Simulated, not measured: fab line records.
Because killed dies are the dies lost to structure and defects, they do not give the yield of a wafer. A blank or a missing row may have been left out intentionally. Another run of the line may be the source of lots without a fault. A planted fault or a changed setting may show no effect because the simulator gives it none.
fab line records :: flow n5_finfet
record
  lots=6
  wafers=17
  last_day=16
route steps=1938 shown BEOL_M5@1140
lots with no fault: from the same line, run without faults
start_h: the number of hours between the record's first day and the start of the first shown wafer of the lot :: wait_h: time in hours since the lot's previous step :: " same as the row above :: L1.1+2: one row covering several wafers at once :: - either no value or no given start :: * or withheld: withheld :: < > ~ a bound
route shown NAME@n: names a module that has steps shown in the file, with the first one's number in the route :: usual: mean/standard deviation of fault-free wafers :: same: alike in all rows :: chamber/n: place in a boat :: sites: the reading at each site :: _std_site: the standard deviation of these :: _edge_site: mean of outer sites minus mean of inner sites :: radius_mm: how far each site lies from the wafer's centre :: mask NAME#n: copy n :: behind: the last tool/chamber to shape the wafer :: hold: the reason the lot was held/the length of the hold in hours/how it ended :: device: the transistor (n, p or np) that didn't switch :: end of line: the route-end tests of the same wafers :: for a step that has no rows: nothing shown but its recipe :: killed: at the first sort, the dies lost to defects and structure; wafer yield is something else :: map: the dies of a wafer, with x for killed, . for not killed, _ for no die there
set.NAME: the run value of the setting; set.NAME@STEP: its run value at that earlier step :: model.NAME: the simulator's own value behind a step, which no gauge read
lots at some steps of the route; a table a step, a row a wafer
services: a tool's chamber out of use, with start hour (start_h, from the record's first day; less than 0 if before it), hours out, and reason
## steps
# step N5_BEOL_M5_COAT_66
# recipe
  resist=SiARC
  temp_c=220
  time_s=60
  spin_rpm=1500
  resist_thk_nm=12
# step N5_BEOL_M5_COAT_74
# recipe
  resist=underlayer
  temp_c=205
  time_s=60
  spin_rpm=1500
  resist_thk_nm=5
# step N5_BEOL_M5_COAT_22
# recipe
  resist=CAR-EUV
  spin_rpm=1500
  resist_thk_nm=30
# step N5_BEOL_M5_EBR_24
# recipe
  solvent=PGMEA
  ebr_width_mm=1.5
# step N5_BEOL_M5_SOFTBAKE_23
# recipe
  temp_c=110
  time_s=60
  resist=CAR-EUV
# step N5_BEOL_M5_EXPOSE_25
# recipe
  mask_id=V4
  na=0.33
  source_shape=quasar
  sigma_inner=0.2
  sigma_outer=0.6
  polarization=unpolarized
  defocus_nm=10
  dose_mj=52.75
# step N5_BEOL_M5_PEB_26
# recipe
  peb_temp_c=100
  peb_time_s=60
  resist=CAR-EUV
# step N5_BEOL_M5_DEVELOP_27
# recipe
  develop_time_s=30
  developer=TMAH
  resist=CAR-EUV
  rinse_liquid=surfactant_rinse
  dry=air_spin
  dev_temp_c=23
# step N5_BEOL_M5_CD_MEAS_28
# recipe
  target_cd_nm=30.6
  landing_energy_ev=500
  detector=se_inlens
  target_cd_y_nm=20
  polarity=opening
# usual
  cd_nm=30.57/0.23
lot.wafer: L476.4
tool: cd_sem-01
chamber: 0
start_h: 175.88
wait_h: -
cd_nm: 30.33

lot.wafer: L476.5
tool: cd_sem-01
chamber: 0
start_h: 175.88
wait_h: -
cd_nm: 30.65

lot.wafer: L476.6
tool: cd_sem-01
chamber: 0
start_h: 175.88
wait_h: -
cd_nm: 30.84

lot.wafer: L486.2
tool: cd_sem-02
chamber: 0
start_h: 235.25
wait_h: -
cd_nm: 30.17

lot.wafer: L486.4
tool: cd_sem-02
chamber: 0
start_h: 235.25
wait_h: -
cd_nm: 30.46

lot.wafer: L486.5
tool: cd_sem-02
chamber: 0
start_h: 235.25
wait_h: -
cd_nm: 30.42

lot.wafer: L491.2
tool: cd_sem-03
chamber: 0
start_h: 257.94
wait_h: -
cd_nm: 30.68

lot.wafer: L491.4
tool: cd_sem-03
chamber: 0
start_h: 257.94
wait_h: -
cd_nm: 30.84

lot.wafer: L491.5
tool: cd_sem-03
chamber: 0
start_h: 257.94
wait_h: -
cd_nm: 30.42

lot.wafer: L493.2
tool: cd_sem-02
chamber: 0
start_h: 273.76
wait_h: -
cd_nm: 30.17

lot.wafer: L493.3
tool: cd_sem-02
chamber: 0
start_h: 273.76
wait_h: -
cd_nm: 30.26

lot.wafer: L493.4
tool: cd_sem-02
chamber: 0
start_h: 273.76
wait_h: -
cd_nm: 30.41

lot.wafer: L492.2
tool: cd_sem-01
chamber: 0
start_h: 282.82
wait_h: -
cd_nm: 30.98

lot.wafer: L492.6
tool: cd_sem-01
chamber: 0
start_h: 282.82
wait_h: -
cd_nm: 31.00

lot.wafer: L494.4
tool: cd_sem-03
chamber: 0
start_h: 282.88
wait_h: -
cd_nm: 31.05

lot.wafer: L494.5
tool: cd_sem-03
chamber: 0
start_h: 282.88
wait_h: -
cd_nm: 30.99

lot.wafer: L494.6
tool: cd_sem-03
chamber: 0
start_h: 282.88
wait_h: -
cd_nm: 30.85
# step N5_BEOL_M5_OVL_MEAS_29
# recipe
  points_per_wafer=522
# usual
  V4_OVL=0.6/0.68
lot.wafer: L476.4
tool: overlay-02
chamber: 0
start_h: 175.92
wait_h: 0.0
V4_OVL[nm]: 1.2

lot.wafer: L476.5
tool: overlay-02
chamber: 0
start_h: 175.92
wait_h: 0.0
V4_OVL[nm]: 1.3

lot.wafer: L476.6
tool: overlay-02
chamber: 0
start_h: 175.92
wait_h: 0.0
V4_OVL[nm]: 0.7

lot.wafer: L486.2
tool: overlay-01
chamber: 0
start_h: 235.29
wait_h: 0.0
V4_OVL[nm]: 0.4

lot.wafer: L486.4
tool: overlay-01
chamber: 0
start_h: 235.29
wait_h: 0.0
V4_OVL[nm]: 1.1

lot.wafer: L486.5
tool: overlay-01
chamber: 0
start_h: 235.29
wait_h: 0.0
V4_OVL[nm]: 0.5

lot.wafer: L491.2
tool: overlay-01
chamber: 0
start_h: 257.97
wait_h: 0.0
V4_OVL[nm]: -0.8

lot.wafer: L491.4
tool: overlay-01
chamber: 0
start_h: 257.97
wait_h: 0.0
V4_OVL[nm]: -0.2

lot.wafer: L491.5
tool: overlay-01
chamber: 0
start_h: 257.97
wait_h: 0.0
V4_OVL[nm]: 0.1

lot.wafer: L493.2
tool: overlay-02
chamber: 0
start_h: 273.80
wait_h: 0.0
V4_OVL[nm]: 0.4

lot.wafer: L493.3
tool: overlay-02
chamber: 0
start_h: 273.80
wait_h: 0.0
V4_OVL[nm]: 0.7

lot.wafer: L493.4
tool: overlay-02
chamber: 0
start_h: 273.80
wait_h: 0.0
V4_OVL[nm]: 0.1

lot.wafer: L492.2
tool: overlay-02
chamber: 0
start_h: 282.86
wait_h: 0.0
V4_OVL[nm]: 2.2

lot.wafer: L492.6
tool: overlay-02
chamber: 0
start_h: 282.86
wait_h: 0.0
V4_OVL[nm]: 1.5

lot.wafer: L494.4
tool: overlay-01
chamber: 0
start_h: 282.92
wait_h: 0.0
V4_OVL[nm]: 0.3

lot.wafer: L494.5
tool: overlay-01
chamber: 0
start_h: 282.92
wait_h: 0.0
V4_OVL[nm]: 0.5

lot.wafer: L494.6
tool: overlay-01
chamber: 0
start_h: 282.92
wait_h: 0.0
V4_OVL[nm]: 0.2
# step N5_BEOL_M5_INSPECT_30
# recipe
  mode=adi
  inspect_instrument=brightfield
# usual
  raw_defect_count=382/77
lot.wafer: L476.4
tool: defect_inspect-02
chamber: -
start_h: 175.97
wait_h: 0.0
raw_defect_count: 260

lot.wafer: L476.5
tool: defect_inspect-02
chamber: -
start_h: 175.97
wait_h: 0.0
raw_defect_count: 445

lot.wafer: L476.6
tool: defect_inspect-02
chamber: -
start_h: 175.97
wait_h: 0.0
raw_defect_count: 356

lot.wafer: L486.2
tool: defect_inspect-01
chamber: -
start_h: 235.34
wait_h: 0.0
raw_defect_count: 349

lot.wafer: L486.4
tool: defect_inspect-01
chamber: -
start_h: 235.34
wait_h: 0.0
raw_defect_count: 339

lot.wafer: L486.5
tool: defect_inspect-01
chamber: -
start_h: 235.34
wait_h: 0.0
raw_defect_count: 323

lot.wafer: L491.2
tool: defect_inspect-01
chamber: -
start_h: 258.02
wait_h: 0.0
raw_defect_count: 412

lot.wafer: L491.4
tool: defect_inspect-01
chamber: -
start_h: 258.02
wait_h: 0.0
raw_defect_count: 247

lot.wafer: L491.5
tool: defect_inspect-01
chamber: -
start_h: 258.02
wait_h: 0.0
raw_defect_count: 371

lot.wafer: L493.2
tool: defect_inspect-02
chamber: -
start_h: 273.85
wait_h: 0.0
raw_defect_count: 456

lot.wafer: L493.3
tool: defect_inspect-02
chamber: -
start_h: 273.85
wait_h: 0.0
raw_defect_count: 623

lot.wafer: L493.4
tool: defect_inspect-02
chamber: -
start_h: 273.85
wait_h: 0.0
raw_defect_count: 351

lot.wafer: L492.2
tool: defect_inspect-01
chamber: -
start_h: 282.91
wait_h: 0.0
raw_defect_count: 318

lot.wafer: L492.6
tool: defect_inspect-01
chamber: -
start_h: 282.91
wait_h: 0.0
raw_defect_count: 378

lot.wafer: L494.4
tool: defect_inspect-02
chamber: -
start_h: 282.96
wait_h: 0.0
raw_defect_count: 322

lot.wafer: L494.5
tool: defect_inspect-02
chamber: -
start_h: 282.96
wait_h: 0.0
raw_defect_count: 395

lot.wafer: L494.6
tool: defect_inspect-02
chamber: -
start_h: 282.96
wait_h: 0.0
raw_defect_count: 308
# step N5_BEOL_M5_DESCUM_33
# recipe
  chemistry=O2
  time_s=7
  source_power_w=50
  bias_power_w=20
  pressure_mtorr=20
  rf_frequency_hz=2.712e+07
  temp_c=40
  resist=CAR-EUV
  o2_flow_sccm=225
# usual
  chamber_pressure_mTorr=20.001/0.018
  drypump_motor_current_A=5.5/0.48
  oes_product_au=0.78/0.087
  rf_vpp_V=243.3/1.3
  showerhead_plenum_p_Torr=2.09/0.062
  throttle_valve_pct=20.42/0.21
# same
  time_s=7
lot.wafer: L476.4
tool: rie_diel-05
chamber: 0
start_h: 176.26
wait_h: 0.3
chamber_pressure_mTorr: 20.017
drypump_motor_current_A: 6.4
oes_product_au: 0.68
rf_hours_counter_h: 231
rf_vpp_V: 242.5
showerhead_plenum_p_Torr: 2.06
throttle_valve_pct: 20.77

lot.wafer: L476.5
tool: rie_diel-05
chamber: 2
start_h: 176.26
wait_h: 0.3
chamber_pressure_mTorr: 20.003
drypump_motor_current_A: 6.4
oes_product_au: 0.69
rf_hours_counter_h: -
rf_vpp_V: 242.3
showerhead_plenum_p_Torr: 1.99
throttle_valve_pct: 20.79

lot.wafer: L476.6
tool: rie_diel-05
chamber: 1
start_h: 176.26
wait_h: 0.3
chamber_pressure_mTorr: 20.021
drypump_motor_current_A: 5.0
oes_product_au: 0.72
rf_hours_counter_h: -
rf_vpp_V: 244.2
showerhead_plenum_p_Torr: 2.15
throttle_valve_pct: 20.24

lot.wafer: L486.2
tool: rie_diel-03
chamber: 0
start_h: 235.38
wait_h: 0.0
chamber_pressure_mTorr: 20.002
drypump_motor_current_A: 5.5
oes_product_au: 0.80
rf_hours_counter_h: 112
rf_vpp_V: 244.5
showerhead_plenum_p_Torr: 2.11
throttle_valve_pct: 20.41

lot.wafer: L486.4
tool: rie_diel-03
chamber: 1
start_h: 235.38
wait_h: 0.0
chamber_pressure_mTorr: 19.969
drypump_motor_current_A: 5.4
oes_product_au: 0.79
rf_hours_counter_h: 122
rf_vpp_V: 244.2
showerhead_plenum_p_Torr: 2.10
throttle_valve_pct: 20.25

lot.wafer: L486.5
tool: rie_diel-03
chamber: 1
start_h: 235.38
wait_h: 0.0
chamber_pressure_mTorr: 19.988
drypump_motor_current_A: 5.5
oes_product_au: 0.79
rf_hours_counter_h: -
rf_vpp_V: 242.7
showerhead_plenum_p_Torr: 2.10
throttle_valve_pct: 20.26

lot.wafer: L491.2
tool: rie_diel-05
chamber: 1
start_h: 258.70
wait_h: 0.7
chamber_pressure_mTorr: 20.010
drypump_motor_current_A: 5.0
oes_product_au: 0.70
rf_hours_counter_h: 235
rf_vpp_V: 243.8
showerhead_plenum_p_Torr: 2.14
throttle_valve_pct: 20.29

lot.wafer: L491.4
tool: rie_diel-05
chamber: 2
start_h: 258.70
wait_h: 0.7
chamber_pressure_mTorr: 19.958
drypump_motor_current_A: 6.4
oes_product_au: 0.67
rf_hours_counter_h: 245
rf_vpp_V: 240.7
showerhead_plenum_p_Torr: 1.98
throttle_valve_pct: 20.83

lot.wafer: L491.5
tool: rie_diel-05
chamber: 0
start_h: 258.70
wait_h: 0.7
chamber_pressure_mTorr: 19.991
drypump_motor_current_A: 6.5
oes_product_au: 1.02
rf_hours_counter_h: -
rf_vpp_V: 242.2
showerhead_plenum_p_Torr: 2.06
throttle_valve_pct: 20.44

lot.wafer: L493.2
tool: rie_diel-03
chamber: 3
start_h: 274.04
wait_h: 0.2
chamber_pressure_mTorr: 19.997
drypump_motor_current_A: 5.3
oes_product_au: 0.68
rf_hours_counter_h: 228
rf_vpp_V: 240.5
showerhead_plenum_p_Torr: 2.06
throttle_valve_pct: 20.43

lot.wafer: L493.3
tool: rie_diel-03
chamber: 2
start_h: 274.04
wait_h: 0.2
chamber_pressure_mTorr: 20.013
drypump_motor_current_A: 4.8
oes_product_au: 0.89
rf_hours_counter_h: 34
rf_vpp_V: 245.2
showerhead_plenum_p_Torr: 2.14
throttle_valve_pct: 20.36

lot.wafer: L493.4
tool: rie_diel-03
chamber: 0
start_h: 274.04
wait_h: 0.2
chamber_pressure_mTorr: 20.034
drypump_motor_current_A: 5.5
oes_product_au: 0.78
rf_hours_counter_h: 129
rf_vpp_V: 243.1
showerhead_plenum_p_Torr: 2.11
throttle_valve_pct: 20.41

lot.wafer: L492.2
tool: rie_diel-05
chamber: 3
start_h: 283.03
wait_h: 0.1
chamber_pressure_mTorr: 20.006
drypump_motor_current_A: 5.5
oes_product_au: 0.72
rf_hours_counter_h: 203
rf_vpp_V: 241.5
showerhead_plenum_p_Torr: 1.99
throttle_valve_pct: 20.60

lot.wafer: L492.6
tool: rie_diel-05
chamber: 0
start_h: 283.03
wait_h: 0.1
chamber_pressure_mTorr: 20.019
drypump_motor_current_A: 6.5
oes_product_au: 0.95
rf_hours_counter_h: -
rf_vpp_V: 242.7
showerhead_plenum_p_Torr: 2.05
throttle_valve_pct: 20.45

lot.wafer: L494.4
tool: rie_diel-03
chamber: 2
start_h: 283.58
wait_h: 0.6
chamber_pressure_mTorr: 19.999
drypump_motor_current_A: 4.8
oes_product_au: 0.89
rf_hours_counter_h: 37
rf_vpp_V: 242.3
showerhead_plenum_p_Torr: 2.13
throttle_valve_pct: 20.35

lot.wafer: L494.5
tool: rie_diel-03
chamber: 1
start_h: 283.58
wait_h: 0.6
chamber_pressure_mTorr: 20.000
drypump_motor_current_A: 5.4
oes_product_au: 0.77
rf_hours_counter_h: -
rf_vpp_V: 243.3
showerhead_plenum_p_Torr: 2.09
throttle_valve_pct: 20.30

lot.wafer: L494.6
tool: rie_diel-03
chamber: 2
start_h: 283.58
wait_h: 0.6
chamber_pressure_mTorr: 20.016
drypump_motor_current_A: 4.9
oes_product_au: 0.88
rf_hours_counter_h: -
rf_vpp_V: 242.5
showerhead_plenum_p_Torr: 2.13
throttle_valve_pct: 20.34
# step N5_BEOL_M5_ETCH_75
# recipe
  chemistry=N2/H2
  target=underlayer
  target_depth_a=65
  mask_material=CAR-EUV
  time_s=5.2
  ion_energy_ev=200
  pressure_mtorr=30
  source_w=840
  bias_w=150
  n2_flow_sccm=200
  h2_flow_sccm=200
  ends=cleared
# usual
  chamber_pressure_mTorr=30.01/0.044
  drypump_motor_current_A=5.5/0.48
  etch_rf_on_time_s=5.18/0.07
  oes_product_au=0.66/0.075
  rf_vpp_V=523.9/2.4
  showerhead_plenum_p_Torr=2.54/0.074
  throttle_valve_pct=17.83/0.23
lot.wafer: L476.4
tool: rie_diel-05
chamber: 0
start_h: 176.30
wait_h: 0.0
chamber_pressure_mTorr: 29.92
drypump_motor_current_A: 6.5
etch_rf_on_time_s: 5.15
oes_product_au: 0.59
rf_hours_counter_h: 231
rf_vpp_V: 523.7
showerhead_plenum_p_Torr: 2.51
throttle_valve_pct: 18.20

lot.wafer: L476.5
tool: rie_diel-05
chamber: 2
start_h: 176.30
wait_h: 0.0
chamber_pressure_mTorr: 30.06
drypump_motor_current_A: 6.4
etch_rf_on_time_s: 5.17
oes_product_au: 0.60
rf_hours_counter_h: -
rf_vpp_V: 520.4
showerhead_plenum_p_Torr: 2.41
throttle_valve_pct: 18.16

lot.wafer: L476.6
tool: rie_diel-05
chamber: 1
start_h: 176.30
wait_h: 0.0
chamber_pressure_mTorr: 30.01
drypump_motor_current_A: 5.0
etch_rf_on_time_s: 5.26
oes_product_au: 0.62
rf_hours_counter_h: -
rf_vpp_V: 526.4
showerhead_plenum_p_Torr: 2.62
throttle_valve_pct: 17.79

lot.wafer: L486.2
tool: rie_diel-03
chamber: 0
start_h: 235.41
wait_h: 0.0
chamber_pressure_mTorr: 30.07
drypump_motor_current_A: 5.6
etch_rf_on_time_s: 5.10
oes_product_au: 0.67
rf_hours_counter_h: 112
rf_vpp_V: 524.5
showerhead_plenum_p_Torr: 2.56
throttle_valve_pct: 17.82

lot.wafer: L486.4
tool: rie_diel-03
chamber: 1
start_h: 235.41
wait_h: 0.0
chamber_pressure_mTorr: 30.03
drypump_motor_current_A: 5.4
etch_rf_on_time_s: 5.08
oes_product_au: 0.69
rf_hours_counter_h: 122
rf_vpp_V: 525.0
showerhead_plenum_p_Torr: 2.55
throttle_valve_pct: 17.63

lot.wafer: L486.5
tool: rie_diel-03
chamber: 1
start_h: 235.41
wait_h: 0.0
chamber_pressure_mTorr: 29.90
drypump_motor_current_A: 5.4
etch_rf_on_time_s: 5.09
oes_product_au: 0.68
rf_hours_counter_h: -
rf_vpp_V: 523.0
showerhead_plenum_p_Torr: 2.55
throttle_valve_pct: 17.64

lot.wafer: L491.2
tool: rie_diel-05
chamber: 1
start_h: 258.73
wait_h: 0.0
chamber_pressure_mTorr: 30.05
drypump_motor_current_A: 5.0
etch_rf_on_time_s: 6.61
oes_product_au: 0.52
rf_hours_counter_h: 235
rf_vpp_V: 524.2
showerhead_plenum_p_Torr: 2.61
throttle_valve_pct: 17.83

lot.wafer: L491.4
tool: rie_diel-05
chamber: 2
start_h: 258.73
wait_h: 0.0
chamber_pressure_mTorr: 30.04
drypump_motor_current_A: 6.4
etch_rf_on_time_s: 5.27
oes_product_au: 0.57
rf_hours_counter_h: 245
rf_vpp_V: 519.1
showerhead_plenum_p_Torr: 2.40
throttle_valve_pct: 18.22

lot.wafer: L491.5
tool: rie_diel-05
chamber: 0
start_h: 258.73
wait_h: 0.0
chamber_pressure_mTorr: 30.03
drypump_motor_current_A: 6.4
etch_rf_on_time_s: 5.09
oes_product_au: 0.85
rf_hours_counter_h: -
rf_vpp_V: 521.4
showerhead_plenum_p_Torr: 2.50
throttle_valve_pct: 17.81

lot.wafer: L493.2
tool: rie_diel-03
chamber: 3
start_h: 274.08
wait_h: 0.0
chamber_pressure_mTorr: 29.99
drypump_motor_current_A: 5.4
etch_rf_on_time_s: 5.22
oes_product_au: 0.58
rf_hours_counter_h: 228
rf_vpp_V: 525.5
showerhead_plenum_p_Torr: 2.50
throttle_valve_pct: 17.89

lot.wafer: L493.3
tool: rie_diel-03
chamber: 2
start_h: 274.08
wait_h: 0.0
chamber_pressure_mTorr: 30.00
drypump_motor_current_A: 4.8
etch_rf_on_time_s: 5.10
oes_product_au: 0.77
rf_hours_counter_h: 34
rf_vpp_V: 526.5
showerhead_plenum_p_Torr: 2.59
throttle_valve_pct: 17.75

lot.wafer: L493.4
tool: rie_diel-03
chamber: 0
start_h: 274.08
wait_h: 0.0
chamber_pressure_mTorr: 29.93
drypump_motor_current_A: 5.5
etch_rf_on_time_s: 5.25
oes_product_au: 0.66
rf_hours_counter_h: 129
rf_vpp_V: 523.7
showerhead_plenum_p_Torr: 2.56
throttle_valve_pct: 17.83

lot.wafer: L492.2
tool: rie_diel-05
chamber: 3
start_h: 283.08
wait_h: 0.0
chamber_pressure_mTorr: 30.03
drypump_motor_current_A: 5.5
etch_rf_on_time_s: 6.37
oes_product_au: 0.55
rf_hours_counter_h: 203
rf_vpp_V: 521.7
showerhead_plenum_p_Torr: 2.42
throttle_valve_pct: 18.04

lot.wafer: L492.6
tool: rie_diel-05
chamber: 0
start_h: 283.08
wait_h: 0.0
chamber_pressure_mTorr: 29.97
drypump_motor_current_A: 6.5
etch_rf_on_time_s: 6.34
oes_product_au: 0.74
rf_hours_counter_h: -
rf_vpp_V: 522.5
showerhead_plenum_p_Torr: 2.49
throttle_valve_pct: 17.82

lot.wafer: L494.4
tool: rie_diel-03
chamber: 2
start_h: 283.62
wait_h: 0.0
chamber_pressure_mTorr: 29.96
drypump_motor_current_A: 4.9
etch_rf_on_time_s: 5.05
oes_product_au: 0.76
rf_hours_counter_h: 37
rf_vpp_V: 525.5
showerhead_plenum_p_Torr: 2.59
throttle_valve_pct: 17.73

lot.wafer: L494.5
tool: rie_diel-03
chamber: 1
start_h: 283.62
wait_h: 0.0
chamber_pressure_mTorr: 29.91
drypump_motor_current_A: 5.4
etch_rf_on_time_s: 5.09
oes_product_au: 0.67
rf_hours_counter_h: -
rf_vpp_V: 526.4
showerhead_plenum_p_Torr: 2.54
throttle_valve_pct: 17.67

lot.wafer: L494.6
tool: rie_diel-03
chamber: 2
start_h: 283.62
wait_h: 0.0
chamber_pressure_mTorr: 30.01
drypump_motor_current_A: 4.8
etch_rf_on_time_s: 5.11
oes_product_au: 0.75
rf_hours_counter_h: -
rf_vpp_V: 526.3
showerhead_plenum_p_Torr: 2.59
throttle_valve_pct: 17.77
# step N5_BEOL_M5_ETCH_67
# recipe
  chemistry=CF4
  target=SiARC
  target_depth_a=156
  mask_material=CAR-EUV
  time_s=26
  ion_energy_ev=80
  pressure_mtorr=40
  source_w=545
  bias_w=36
  Ar_flow_sccm=100
  cf4_flow_sccm=100
  ends=cleared
# usual
  chamber_pressure_mTorr=40.00/0.038
  drypump_motor_current_A=5.5/0.48
  etch_rf_on_time_s=26.0/0.39
  mfc_ar_sccm=100.02/0.3
  oes_product_au=0.66/0.075
  rf_vpp_V=184.1/1.1
  showerhead_plenum_p_Torr=2.14/0.06
  throttle_valve_pct=15.61/0.21
lot.wafer: L476.4
tool: rie_diel-05
chamber: 0
start_h: 176.31
wait_h: 0.0
chamber_pressure_mTorr: 40.00
drypump_motor_current_A: 6.4
etch_rf_on_time_s: 26.0
mfc_ar_sccm: 99.94
oes_product_au: 0.58
rf_hours_counter_h: 231
rf_vpp_V: 183.9
showerhead_plenum_p_Torr: 2.12
throttle_valve_pct: 16.00

lot.wafer: L476.5
tool: rie_diel-05
chamber: 2
start_h: 176.31
wait_h: 0.0
chamber_pressure_mTorr: 40.03
drypump_motor_current_A: 6.3
etch_rf_on_time_s: 26.1
mfc_ar_sccm: 100.73
oes_product_au: 0.59
rf_hours_counter_h: -
rf_vpp_V: 183.5
showerhead_plenum_p_Torr: 2.04
throttle_valve_pct: 15.92

lot.wafer: L476.6
tool: rie_diel-05
chamber: 1
start_h: 176.31
wait_h: 0.0
chamber_pressure_mTorr: 39.99
drypump_motor_current_A: 5.0
etch_rf_on_time_s: 26.3
mfc_ar_sccm: 99.83
oes_product_au: 0.62
rf_hours_counter_h: -
rf_vpp_V: 184.7
showerhead_plenum_p_Torr: 2.20
throttle_valve_pct: 15.52

lot.wafer: L486.2
tool: rie_diel-03
chamber: 0
start_h: 235.43
wait_h: 0.0
chamber_pressure_mTorr: 39.93
drypump_motor_current_A: 5.5
etch_rf_on_time_s: 25.8
mfc_ar_sccm: 100.04
oes_product_au: 0.68
rf_hours_counter_h: 112
rf_vpp_V: 184.1
showerhead_plenum_p_Torr: 2.15
throttle_valve_pct: 15.50

lot.wafer: L486.4
tool: rie_diel-03
chamber: 1
start_h: 235.43
wait_h: 0.0
chamber_pressure_mTorr: 40.02
drypump_motor_current_A: 5.4
etch_rf_on_time_s: 25.7
mfc_ar_sccm: 99.51
oes_product_au: 0.68
rf_hours_counter_h: 122
rf_vpp_V: 183.5
showerhead_plenum_p_Torr: 2.15
throttle_valve_pct: 15.50

lot.wafer: L486.5
tool: rie_diel-03
chamber: 1
start_h: 235.43
wait_h: 0.0
chamber_pressure_mTorr: 40.01
drypump_motor_current_A: 5.4
etch_rf_on_time_s: 25.7
mfc_ar_sccm: 99.66
oes_product_au: 0.67
rf_hours_counter_h: -
rf_vpp_V: 184.2
showerhead_plenum_p_Torr: 2.15
throttle_valve_pct: 15.49

lot.wafer: L491.2
tool: rie_diel-05
chamber: 1
start_h: 258.75
wait_h: 0.0
chamber_pressure_mTorr: 40.00
drypump_motor_current_A: 5.0
etch_rf_on_time_s: 26.7
mfc_ar_sccm: 100.00
oes_product_au: 0.59
rf_hours_counter_h: 235
rf_vpp_V: 186.1
showerhead_plenum_p_Torr: 2.19
throttle_valve_pct: 15.58

lot.wafer: L491.4
tool: rie_diel-05
chamber: 2
start_h: 258.75
wait_h: 0.0
chamber_pressure_mTorr: 40.03
drypump_motor_current_A: 6.3
etch_rf_on_time_s: 26.2
mfc_ar_sccm: 100.23
oes_product_au: 0.58
rf_hours_counter_h: 245
rf_vpp_V: 182.2
showerhead_plenum_p_Torr: 2.03
throttle_valve_pct: 15.98

lot.wafer: L491.5
tool: rie_diel-05
chamber: 0
start_h: 258.75
wait_h: 0.0
chamber_pressure_mTorr: 39.98
drypump_motor_current_A: 6.5
etch_rf_on_time_s: 25.4
mfc_ar_sccm: 100.03
oes_product_au: 0.87
rf_hours_counter_h: -
rf_vpp_V: 184.5
showerhead_plenum_p_Torr: 2.11
throttle_valve_pct: 15.56

lot.wafer: L493.2
tool: rie_diel-03
chamber: 3
start_h: 274.09
wait_h: 0.0
chamber_pressure_mTorr: 40.00
drypump_motor_current_A: 5.3
etch_rf_on_time_s: 26.2
mfc_ar_sccm: 100.36
oes_product_au: 0.58
rf_hours_counter_h: 228
rf_vpp_V: 183.2
showerhead_plenum_p_Torr: 2.12
throttle_valve_pct: 15.71

lot.wafer: L493.3
tool: rie_diel-03
chamber: 2
start_h: 274.09
wait_h: 0.0
chamber_pressure_mTorr: 39.99
drypump_motor_current_A: 4.8
etch_rf_on_time_s: 25.4
mfc_ar_sccm: 100.15
oes_product_au: 0.78
rf_hours_counter_h: 34
rf_vpp_V: 185.3
showerhead_plenum_p_Torr: 2.19
throttle_valve_pct: 15.49

lot.wafer: L493.4
tool: rie_diel-03
chamber: 0
start_h: 274.09
wait_h: 0.0
chamber_pressure_mTorr: 39.99
drypump_motor_current_A: 5.5
etch_rf_on_time_s: 25.9
mfc_ar_sccm: 99.59
oes_product_au: 0.66
rf_hours_counter_h: 129
rf_vpp_V: 183.5
showerhead_plenum_p_Torr: 2.14
throttle_valve_pct: 15.52

lot.wafer: L492.2
tool: rie_diel-05
chamber: 3
start_h: 283.11
wait_h: 0.0
chamber_pressure_mTorr: 40.00
drypump_motor_current_A: 5.5
etch_rf_on_time_s: 25.9
mfc_ar_sccm: 99.51
oes_product_au: 0.62
rf_hours_counter_h: 203
rf_vpp_V: 183.2
showerhead_plenum_p_Torr: 2.04
throttle_valve_pct: 15.81

lot.wafer: L492.6
tool: rie_diel-05
chamber: 0
start_h: 283.11
wait_h: 0.0
chamber_pressure_mTorr: 39.96
drypump_motor_current_A: 6.4
etch_rf_on_time_s: 25.6
mfc_ar_sccm: 100.09
oes_product_au: 0.82
rf_hours_counter_h: -
rf_vpp_V: 183.0
showerhead_plenum_p_Torr: 2.11
throttle_valve_pct: 15.56

lot.wafer: L494.4
tool: rie_diel-03
chamber: 2
start_h: 283.64
wait_h: 0.0
chamber_pressure_mTorr: 39.98
drypump_motor_current_A: 4.8
etch_rf_on_time_s: 25.3
mfc_ar_sccm: 100.47
oes_product_au: 0.76
rf_hours_counter_h: 37
rf_vpp_V: 184.1
showerhead_plenum_p_Torr: 2.18
throttle_valve_pct: 15.52

lot.wafer: L494.5
tool: rie_diel-03
chamber: 1
start_h: 283.64
wait_h: 0.0
chamber_pressure_mTorr: 40.09
drypump_motor_current_A: 5.4
etch_rf_on_time_s: 25.7
mfc_ar_sccm: 100.76
oes_product_au: 0.67
rf_hours_counter_h: -
rf_vpp_V: 184.4
showerhead_plenum_p_Torr: 2.15
throttle_valve_pct: 15.54

lot.wafer: L494.6
tool: rie_diel-03
chamber: 2
start_h: 283.64
wait_h: 0.0
chamber_pressure_mTorr: 39.99
drypump_motor_current_A: 4.8
etch_rf_on_time_s: 25.3
mfc_ar_sccm: 100.44
oes_product_au: 0.77
rf_hours_counter_h: -
rf_vpp_V: 184.4
showerhead_plenum_p_Torr: 2.18
throttle_valve_pct: 15.49
## services
tool: rie_diel-05
chamber: 0
start_h: 215.24
hours: 3.8
kind: repair

tool: rie_diel-05
chamber: 0
start_h: 241.21
hours: -
kind: clean

tool: rie_diel-05
chamber: 0
start_h: 241.21
hours: -
kind: consumable_replace:focus_ring

tool: rie_diel-05
chamber: 0
start_h: 241.21
hours: 16.2
kind: scheduled_down

tool: rie_diel-05
chamber: 0
start_h: 241.21
hours: 16.2
kind: vent_cycle

tool: rie_diel-05
chamber: -
start_h: 253.86
hours: 0.2
kind: repair

tool: rie_diel-05
chamber: 2
start_h: 270.57
hours: -
kind: clean

tool: rie_diel-05
chamber: 2
start_h: 270.57
hours: -
kind: consumable_replace:focus_ring

tool: rie_diel-05
chamber: 2
start_h: 270.57
hours: -
kind: consumable_replace:showerhead

tool: rie_diel-05
chamber: 2
start_h: 270.57
hours: 31.4
kind: scheduled_down

tool: rie_diel-05
chamber: 2
start_h: 270.57
hours: 31.4
kind: vent_cycle
## key
first_sign
  step=N5_BEOL_M5_ETCH_75
  reading=etch_rf_on_time_s
  direction=up
  sigmas=18
  usual=*
  struck=*
effect none on later readings
met_at N5_BEOL_M5_ETCH_75
struck_wafers L491.2,L492.2,L492.6
onset_between 176.30 258.73
fault
  kind=process_parameter_drift
  tool=rie_diel-05
  chamber=-
  onset_h=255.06
  steps=N5_BEOL_M5_ETCH_75
  channel=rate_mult
  offset=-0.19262
  shape=step
  end_h=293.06
  scope=struck_wafers_only
